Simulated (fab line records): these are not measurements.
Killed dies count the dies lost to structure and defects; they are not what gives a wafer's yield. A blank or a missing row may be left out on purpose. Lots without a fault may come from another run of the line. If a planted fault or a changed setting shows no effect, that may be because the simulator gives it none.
One fault seen from 2 desks | flow n5_finfet | what lay behind the numbers comes last; until then each desk has only its own

== FROM THE METROLOGY DESK ==
Means of the sampled wafers that have a number, per lot and without regard to the tool the lot ran on: this is what the gauges read. The brackets show how far a lot's mean lies from the usual mean; more than 4 standard deviations puts the lot out of limits, marked OUT. It has 11 readings; the 7 that lie furthest out on some lot are the ones shown.
Columns: A = cd_nm at N5_BEOL_M2_CD_MEAS_18, usual 18.0 nm; B = IOFF_P at N5_BEOL_M4_RC_MEAS_101, usual 0.211 nA/um; C = ION_N at N5_BEOL_M4_RC_MEAS_101, usual 672 uA/um; D = ION_P at N5_BEOL_M4_RC_MEAS_101, usual 462 uA/um; E = SS_P at N5_BEOL_M4_RC_MEAS_101, usual 73.3 mV/dec; F = VT_N at N5_BEOL_M4_RC_MEAS_101, usual 249.9 mV; G = VT_P at N5_BEOL_M4_RC_MEAS_101, usual -249.8 mV
lot  | first seen here | A    | B     | C   | D   | E    | F     | G
L208 | day 7 17:23     | 18.1 | 0.175 | 670 | 454 | 73.4 | 249.8 | -253.2
L209 | day 7 22:08     | 18.2 | 0.220 | 672 | 463 | 72.5 | 252.1 | -248.3
L210 | day 7 23:16     | 17.9 | 0.238 | 672 | 469 | 73.2 | 249.2 | -246.7
L213 | day 8 18:15     | 17.7 | 0.208 | 679 | 460 | 73.5 | 248.7 | -249.0
L214 | day 9 01:28     | 18.1 | 0.190 | 667 | 461 | 73.1 | 250.9 | -252.8
L223 | day 11 01:14    | 18.4 | 0.226 | 688 | 471 | 73.9 | 246.1 | -247.6
L224 | day 11 10:29    | 18.1 | 0.215 | 675 | 461 | 73.5 | 249.6 | -249.2
L228 | day 12 11:28    | 17.9 | 0.205 | 674 | 460 | 73.2 | 249.1 | -249.5
This desk found nothing out of limits on any of the 8 lots.

== FOR THE TOOL OWNER'S DESK: rie_diel-02 ==
The tool's own readings at N5_BEOL_M2_VIA_ETCH_34 (etches the open film in C4F6/O2, target depth 69.4 nm, time 65.9 s): means of the sampled wafers that have a number, for each lot that ran on this tool. The brackets show how far a lot's mean lies from the usual mean; more than 4 standard deviations puts the lot out of limits, marked OUT.
Columns: A = chamber_pressure_mTorr at N5_BEOL_M2_VIA_ETCH_34, usual 14.998 mTorr; B = drypump_motor_current_A at N5_BEOL_M2_VIA_ETCH_34, usual 5.7 A; C = oes_product_au at N5_BEOL_M2_VIA_ETCH_34, usual 0.80 a.u.; D = rf_vpp_V at N5_BEOL_M2_VIA_ETCH_34, usual 667 V; E = run_length_s at N5_BEOL_M2_VIA_ETCH_34, usual 89.2 s; F = showerhead_plenum_p_Torr at N5_BEOL_M2_VIA_ETCH_34, usual 2.88 Torr; G = throttle_valve_pct at N5_BEOL_M2_VIA_ETCH_34, usual 30.77 %
lot  | first seen here | A      | B   | C    | D   | E    | F    | G
L208 | day 8 01:43     | 15.012 | 5.7 | 0.78 | 672 | 88.9 | 2.96 | 30.78
L210 | day 8 07:09     | 14.999 | 5.7 | 0.75 | 669 | 89.4 | 2.96 | 30.71
L213 | day 9 06:45     | 15.006 | 5.7 | 0.76 | 667 | 87.5 | 2.88 | 30.81
L214 | day 9 14:26     | 15.007 | 5.7 | 0.73 | 665 | 87.6 | 2.79 | 30.78
L223 | day 12 18:51    | 14.998 | 5.6 | 0.71 | 665 | 89.4 | 2.78 | 30.79
L228 | day 14 01:40    | 15.000 | 5.6 | 0.71 | 665 | 89.2 | 2.78 | 30.80
This desk found nothing out of limits on any of the 6 lots.

== ALL TOGETHER ==
Nothing out of limits was seen by the metrology desk.
Nothing out of limits was seen by the tool owner's desk.

== WHAT HAD BEEN PUT IN BY THE SIMULATOR ==
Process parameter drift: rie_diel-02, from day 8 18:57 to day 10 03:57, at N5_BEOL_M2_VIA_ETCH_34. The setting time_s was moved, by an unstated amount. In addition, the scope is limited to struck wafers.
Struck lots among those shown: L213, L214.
